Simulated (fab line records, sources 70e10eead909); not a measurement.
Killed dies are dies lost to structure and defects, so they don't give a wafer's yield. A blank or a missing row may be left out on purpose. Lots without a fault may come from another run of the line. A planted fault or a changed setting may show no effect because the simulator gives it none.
A struck lot beside a sound one | flow nand_harc | 40 steps out of a route of 1302
Sound: wafers L205.1, L205.2, L205.6. Struck: wafers L210.2, L210.4, L210.5. The cause comes at the end.
At each step with rows: each side's tool, then ch and its chambers, then its first start. Under that, the readings that differ: sound wafers | struck wafers | difference of the means | sigmas: that difference in standard deviations of wafers without a fault.
alike: readings whose means differ by less than 2 such deviations, and words and numbers that are the same on both sides. not compared: withheld readings, readings that some wafer has no value for, bounds like >300 that may hide the same value, and numbers for which the record gives no deviation and whose values overlap.
The two part at a step that has a row with sigmas, a row that says differs or no value, or rows on one side only. Numbers that don't overlap but have no deviation are shown without sigmas and don't part them. A reading that every wafer of one side lacks parts them only if that side has two wafers or more.

first, 4 steps without rows for these wafers: NHARC_P_CONTACT_EBR_08; NHARC_P_CONTACT_EXPOSE_09 (exposes mask P CA, target cd 90 nm); NHARC_P_CONTACT_PEB_10 (peb time 65 s); NHARC_P_CONTACT_DEVELOP_11 (develop time 35 s).
NHARC_P_CONTACT_CD_MEAS_12: target cd 90 nm.
  sound on cd_sem-02 ch 0, day 6 05:40; struck on cd_sem-02 ch 0, day 8 19:41
  alike: cd_nm
NHARC_P_CONTACT_OVL_MEAS_13:
  sound on overlay-01, day 6 05:45; struck on overlay-02, day 8 19:47
  alike: overlay_x_nm, overlay_y_nm
NHARC_P_CONTACT_INSPECT_14:
  sound on defect_inspect-02, day 6 05:47; struck on defect_inspect-02, day 8 19:49
  alike: raw_defect_count
then, 1 step without rows for these wafers: NHARC_P_CONTACT_DESCUM_17 (chemistry O2, time 3 s).
NHARC_P_CONTACT_ETCH_35: etches the open film in CF4, target depth 39 nm, time 65 s.
  sound on rie_diel-01 ch 0,1,2, day 6 05:56; struck on rie_diel-01 ch 1,2, day 8 19:58
  alike: drypump_motor_current_A, oes_product_au, rf_fwd_power_W, rf_vpp_V, showerhead_plenum_p_Torr, throttle_valve_pct
  not compared: rf_hours_counter_h
NHARC_P_CONTACT_ETCH_36: etches the open film in N2/H2, target depth 260 nm, time 406.25 s.
  sound on rie_diel-01 ch 0,2,3; struck on rie_diel-01 ch 0,2
  alike: drypump_motor_current_A, oes_product_au, rf_fwd_power_W, rf_vpp_V, showerhead_plenum_p_Torr, throttle_valve_pct
  not compared: rf_hours_counter_h
then, 2 steps without rows for these wafers: NHARC_P_CONTACT_ETCH_18 (etches the open film in C4F8/O2/Ar, target depth 481 nm, time 240.5 s); NHARC_P_CONTACT_STRIP_37 (strips in C4F8/O2/Ar).
NHARC_P_CONTACT_ETCH_31: etches the open film in CH3F/O2, target depth 30 nm, time 85.7 s.
  sound on rie_diel-01 ch 0,1,2, day 6 06:36; struck on rie_diel-01 ch 0,2,3, day 8 20:38
  alike: drypump_motor_current_A, oes_product_au, rf_fwd_power_W, rf_vpp_V, showerhead_plenum_p_Torr, throttle_valve_pct
  not compared: rf_hours_counter_h
NHARC_P_CONTACT_CD_MEAS_19:
  sound on cd_sem-01, day 6 06:44; struck on cd_sem-03, day 8 20:45
  alike: cd_nm
NHARC_P_CONTACT_STRIP_28: strips in O2.
  sound on rie_diel-08 ch 2,3, day 6 06:49; struck on rie_diel-05 ch 0,1, day 8 20:49
  alike: drypump_motor_current_A, oes_product_au, rf_vpp_V, showerhead_plenum_p_Torr, throttle_valve_pct
  not compared: rf_hours_counter_h
then, 1 step without rows for these wafers: NHARC_P_CONTACT_STRIP_29 (strips in post etch residue remover, time 1200 s).
NHARC_P_CONTACT_DEGAS_38: time 60 s.
  sound on pvd_sputter-01, day 6 07:27; struck on pvd_sputter-03, day 8 21:28
  alike: heater_power_w
then, 16 steps without rows for these wafers: NHARC_P_CONTACT_PRE_CLEAN_39 (time 19.5 s); NHARC_P_CONTACT_PVD_32 (deposits Ti, target thk 5 nm, time 17.7 s); NHARC_P_CONTACT_ALD_22 (deposits TiN, target thk 3 nm, pulse time 1 s, ald cycles 150); NHARC_P_CONTACT_CVD_23 (deposits W, target thk 200 nm, time 557 s); NHARC_P_CONTACT_CMP_24 (polishes, t overpolish 30 s, target thk 200 nm); NHARC_P_CONTACT_SRD_26; NHARC_P_M0_DEP_00 (deposits SiOC, target thk 150 nm); NHARC_P_M0_DEHYDRATE_01 (time 120 s); NHARC_P_M0_HMDS_02 (time 30 s); NHARC_P_M0_COAT_33 (time 65 s); NHARC_P_M0_COAT_03 (resist thk 90 nm); NHARC_P_M0_SOFTBAKE_04 (time 55 s); NHARC_P_M0_EBR_05; NHARC_P_M0_EXPOSE_06 (exposes mask P M0, target cd 90 nm); NHARC_P_M0_PEB_07 (peb time 65 s); NHARC_P_M0_DEVELOP_08 (develop time 35 s).
NHARC_P_M0_CD_MEAS_09: target cd 90 nm.
  sound on cd_sem-02 ch 0, day 6 09:50; struck on cd_sem-03 ch 0, day 8 23:53
  reading    | sound          | struck         | difference | sigmas
  cd_nm (nm) | 87.8 90.1 88.1 | 90.9 90.1 91.2 | +2.1       | +3
NHARC_P_M0_OVL_MEAS_10: pitch 180 nm.
  sound on overlay-01, day 6 09:56; struck on overlay-01, day 8 23:58
  alike: overlay_x_nm, overlay_y_nm
then, 2 steps without rows for these wafers: NHARC_P_M0_DESCUM_14 (chemistry O2, time 3 s); NHARC_P_M0_ETCH_34 (etches the open film in N2/H2, target depth 40 nm, overetch 12 nm, time 43.94 s).
NHARC_P_M0_ETCH_15: etches the open film in C4F8/Ar, target depth 150 nm, overetch 15 nm, time 82.5 s.
  sound on rie_diel-07 ch 1,2,3; struck on rie_diel-07 ch 1,2,3
  alike: oes_product_au, rf_fwd_power_W, rf_vpp_V
  not compared: rf_hours_counter_h
NHARC_P_M0_CD_MEAS_16:
  sound on cd_sem-02, day 6 10:20; struck on cd_sem-02, day 9 00:22
  reading    | sound          | struck         | difference | sigmas
  cd_nm (nm) | 87.4 89.5 87.7 | 91.4 90.2 93.2 | +3.4       | +3
-- the record jumps here: 18 days lie between the struck wafers' starts before and after (it left off in module P_M0 and takes up again in module END, whose first step shown is number 1302 of the route) --
NHARC_END_SORT_01:
  the record has rows for the struck wafers here (prober-02 ch 0, day 27 01:28) and none for the sound ones

WHERE THEY PART
First at NHARC_P_M0_CD_MEAS_09; last, within this record, at NHARC_END_SORT_01.

WHY: what the simulator had put in
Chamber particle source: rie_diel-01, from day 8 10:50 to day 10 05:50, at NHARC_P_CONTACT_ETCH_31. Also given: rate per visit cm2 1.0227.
